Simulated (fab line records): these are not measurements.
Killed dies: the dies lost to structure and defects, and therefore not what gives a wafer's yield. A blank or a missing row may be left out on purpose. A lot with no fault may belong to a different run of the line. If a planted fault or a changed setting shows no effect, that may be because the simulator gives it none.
Matching of chambers | flow nand harc | rie diel-07 running NHARC_A_CONTACT_ETCH_49: 4 sister chambers
The step etches the open film in N2/H2, target depth 260 nm, time 475.3 s. 4 wafers are shown with their chamber, then 8 later ones without.

WAFERS, EACH WITH ITS CHAMBER
wafer  | chamber | showerhead plenum p Torr (Torr)
L887.6 | 2       | 2.00
L895.2 | 0       | 2.21
L895.5 | 3       | 1.89
L900.1 | 1       | 2.03

WAFERS WHOSE CHAMBER IS MISSING
wafer  | showerhead plenum p Torr (Torr)
L900.2 | 2.21
L900.5 | 2.03
L903.2 | 1.88
L903.3 | 2.20
L903.6 | 1.99
L904.1 | 1.99
L904.3 | 2.20
L904.4 | 1.88

WHICH CHAMBER EACH WENT THROUGH
wafer  | from the rows above | in truth
L900.2 | 0                   | 0
L900.5 | 1                   | 1
L903.2 | 3                   | 3
L903.3 | 0                   | 0
L903.6 | 2                   | 2
L904.1 | 2                   | 2
L904.3 | 0                   | 0
L904.4 | 3                   | 3
8 of 8 placed correctly. From these rows, 0 cannot be placed. Placed wrongly: 0.
How it was worked out, from the rows above alone: a wafer's distance from a chamber is the root of the sum, over the readings, of the square of ((its reading less the chamber's mean) divided by the reading's scatter). If the next closest chamber is less than 2 further off than the closest, the wafer can't be placed; otherwise it belongs to the closest. A chamber's mean is the mean of its shown wafers. The scatter: with one shown wafer a chamber, the root of the mean of the squares of how far each hidden wafer lies from its nearest shown one.
